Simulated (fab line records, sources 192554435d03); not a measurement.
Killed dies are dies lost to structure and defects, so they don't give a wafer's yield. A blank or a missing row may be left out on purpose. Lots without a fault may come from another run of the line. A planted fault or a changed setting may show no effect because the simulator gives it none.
Chamber matching | flow n5_finfet | N5_BEOL_M1_STRIP_19 on rie_diel-05: 4 sister chambers
The step strips in O2. 8 wafers are shown with their chamber, then 9 later ones without.

WAFERS WITH THEIR CHAMBER
wafer  | chamber | throttle_valve_pct (%) | drypump_motor_current_A (A)
L075.1 | 0       | 17.0                   | 6.5
L076.6 | 2       | 16.2                   | 5.8
L079.6 | 1       | 16.7                   | 5.5
L086.4 | 2       | 16.2                   | 5.8
L086.5 | 1       | 16.7                   | 5.5
L088.2 | 3       | 17.1                   | 5.3
L088.3 | 0       | 17.0                   | 6.5
L088.6 | 3       | 17.2                   | 5.2

WAFERS WITHOUT THEIR CHAMBER
wafer  | throttle_valve_pct (%) | drypump_motor_current_A (A)
L087.1 | 16.7                   | 5.5
L087.3 | 16.2                   | 5.7
L087.5 | 16.7                   | 5.5
L090.1 | 16.7                   | 5.5
L090.4 | 16.7                   | 5.5
L090.6 | 16.2                   | 5.8
L091.1 | 16.3                   | 5.8
L091.3 | 16.7                   | 5.5
L091.4 | 17.0                   | 6.4

WHICH CHAMBER EACH WENT THROUGH
wafer  | from the rows above | in truth
L087.1 | 1                   | 1
L087.3 | 2                   | 2
L087.5 | 1                   | 1
L090.1 | 1                   | 1
L090.4 | 1                   | 1
L090.6 | 2                   | 2
L091.1 | 2                   | 2
L091.3 | 1                   | 1
L091.4 | 0                   | 0
Placed correctly: 9 of 9. Can't be placed from these rows: 0. Placed wrongly: 0.
How it was worked out, from the rows above alone: a wafer's distance from a chamber is the root of the sum, over the readings, of the square of ((its reading less the chamber's mean) divided by the reading's scatter). The wafer belongs to the nearest chamber; if the next one is less than 2 further off, it can't be placed. A chamber's mean is the mean of its shown wafers. The scatter: the root of (the sum of the squares of (reading less its chamber's mean) over the shown wafers, divided by (wafers less chambers)).
